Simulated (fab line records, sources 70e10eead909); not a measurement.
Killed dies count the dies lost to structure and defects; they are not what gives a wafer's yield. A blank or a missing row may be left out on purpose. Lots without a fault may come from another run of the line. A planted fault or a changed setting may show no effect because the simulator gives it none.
Matching of chambers | flow nand harc | pecvd-01 running NHARC_A_STAIRCASE_DEP_151: 3 sister chambers
The step deposits SiO2, target thk 3800 nm. 6 wafers are shown with their chamber, then 7 later ones without.

== WAFERS PAIRED WITH THEIR CHAMBERS ==
wafer  | chamber | heater power w (W)
L078.1 | 0       | 674
L084.6 | 1       | 644
L086.2 | 0       | 637
L086.5 | 2       | 536
L092.3 | 1       | 711
L092.4 | 2       | 570

== WAFERS MISSING THEIR CHAMBER ==
wafer  | heater power w (W)
L092.6 | 582
L093.1 | 651
L093.3 | 642
L093.4 | 634
L097.1 | 710
L097.3 | 664
L097.6 | 659

== CHAMBER TAKEN BY EACH ==
wafer  | from the rows above          | in truth
L092.6 | can't be placed: 2 or 0 or 1 | 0
L093.1 | can't be placed: 0 or 1      | 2
L093.3 | can't be placed: 0 or 1      | 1
L093.4 | can't be placed: 0 or 1 or 2 | 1
L097.1 | can't be placed: 1 or 0      | 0
L097.3 | can't be placed: 0 or 1      | 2
L097.6 | can't be placed: 0 or 1      | 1
0 of 7 placed correctly. Unplaceable from these rows: 7, with the true chamber sitting among the candidates in 5. Number placed wrongly: 0.
How it was worked out, from the rows above alone: a wafer's distance from a chamber is the root of the sum, over the readings, of the square of ((its reading less the chamber's mean) divided by the reading's scatter). The wafer belongs to the nearest chamber; if the next one is less than 2 further off, it can't be placed. A chamber's mean is the mean of its shown wafers. The scatter: take each reading less its chamber's mean, square it, sum over the shown wafers, divide by the number of wafers less the number of chambers, and take the root.
